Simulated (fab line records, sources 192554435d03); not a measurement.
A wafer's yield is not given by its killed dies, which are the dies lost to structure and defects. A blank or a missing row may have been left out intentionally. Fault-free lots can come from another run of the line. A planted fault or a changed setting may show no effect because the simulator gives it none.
One fault through the eyes of 2 desks + flow n5-finfet + numbers are kept per desk, each desk with only its own; the story behind them comes last

## THE TOOL OWNER'S DESK: arfi-scanner-02
The tool's own readings at N5_SD_EPI_N_EXPOSE_06 (exposes mask SD N BLK, target cd 120 nm): means of the sampled wafers that have a number, for each lot that ran on this tool. A lot is out of limits, marked OUT, if its mean lies more than 4 standard deviations from the usual mean; the brackets give that distance.
Columns: A = exposure-dose-mJ-cm2 at N5_SD_EPI_N_EXPOSE_06, usual 39.73
| lot  | first seen here | A               |
|------|-----------------|-----------------|
| L628 | day 3 10:50     | 39.70           |
| L634 | day 4 23:55     | 39.71           |
| L636 | day 5 07:39     | 39.76           |
| L638 | day 5 19:56     | 36.05 (-86) OUT |
| L641 | day 6 15:50     | 36.85 (-67) OUT |
This desk finds L638, L641 out of limits, L638 being first, at day 5 19:56 (exposure-dose-mJ-cm2 at N5_SD_EPI_N_EXPOSE_06). L628, L634, L636 stayed within limits.

## THE METROLOGY DESK
What the gauges read for every lot (on any tool): the sampled wafers with a number, averaged. A lot is out of limits, marked OUT, if its mean lies more than 4 standard deviations from the usual mean; the brackets give that distance. Shown are 7 of the 11 readings it has, namely the first that went out of limits plus those furthest out on some lot.
Columns: A = cd-nm at N5_SD_EPI_N_CD_MEAS_09, usual 119.9 nm; B = DIBL_N at N5_BEOL_M4_RC_MEAS_101, usual 36.3 mV/V; C = DIBL_P at N5_BEOL_M4_RC_MEAS_101, usual 36.1 mV/V; D = IOFF_N at N5_BEOL_M4_RC_MEAS_101, usual 0.161 nA/um; E = IOFF_P at N5_BEOL_M4_RC_MEAS_101, usual 0.209 nA/um; F = VT_N at N5_BEOL_M4_RC_MEAS_101, usual 249.1 mV; G = VT_P at N5_BEOL_M4_RC_MEAS_101, usual -249.9 mV
| lot  | first seen here | A                | B    | C    | D     | E     | F     | G      |
|------|-----------------|------------------|------|------|-------|-------|-------|--------|
| L628 | day 3 10:58     | 120.3            | 36.5 | 36.6 | 0.162 | 0.221 | 247.6 | -249.3 |
| L633 | day 4 13:59     | 120.1            | 37.0 | 37.0 | 0.181 | 0.227 | 248.6 | -248.4 |
| L634 | day 5 00:02     | 119.5            | 34.8 | 35.2 | 0.136 | 0.168 | 250.4 | -254.2 |
| L636 | day 5 07:46     | 120.3            | 34.5 | 35.7 | 0.158 | 0.193 | 247.0 | -251.4 |
| L638 | day 5 20:03     | 112.1 (-14) OUT  | 37.0 | 38.9 | 0.179 | 0.230 | 248.1 | -249.1 |
| L641 | day 6 15:57     | 115.1 (-8.5) OUT | 36.4 | 36.2 | 0.168 | 0.187 | 248.7 | -253.4 |
| L643 | day 7 02:49     | 120.2            | 37.7 | 36.4 | 0.172 | 0.207 | 248.2 | -250.2 |
| L648 | day 8 07:00     | 120.0            | 35.4 | 36.7 | 0.130 | 0.209 | 254.5 | -250.7 |
This desk finds L638, L641 out of limits, L638 being first, at day 5 20:03 (cd-nm at N5_SD_EPI_N_CD_MEAS_09). L628, L633, L634, L636, L643, L648 stayed within limits.

## BROUGHT TOGETHER
The tool owner's desk could have raised an alarm at day 5 19:56, on L638, L641.
Metrology desk: alarm possible at day 5 20:03 on L638, L641.
All the named lots went through N5_SD_EPI_N_EXPOSE_06 on arfi-scanner-02.

## WHAT THE SIMULATOR PUT IN
Process parameter drift: arfi-scanner-02, from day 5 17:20 on, at N5_SD_EPI_N_EXPOSE_06. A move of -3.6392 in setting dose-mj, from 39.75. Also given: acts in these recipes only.
Lots struck among those shown: L638, L641.
Delay (hours) between the fault's onset and each desk's first out-of-limits reading: 3 at the tool owner's desk, 3 at the metrology desk.
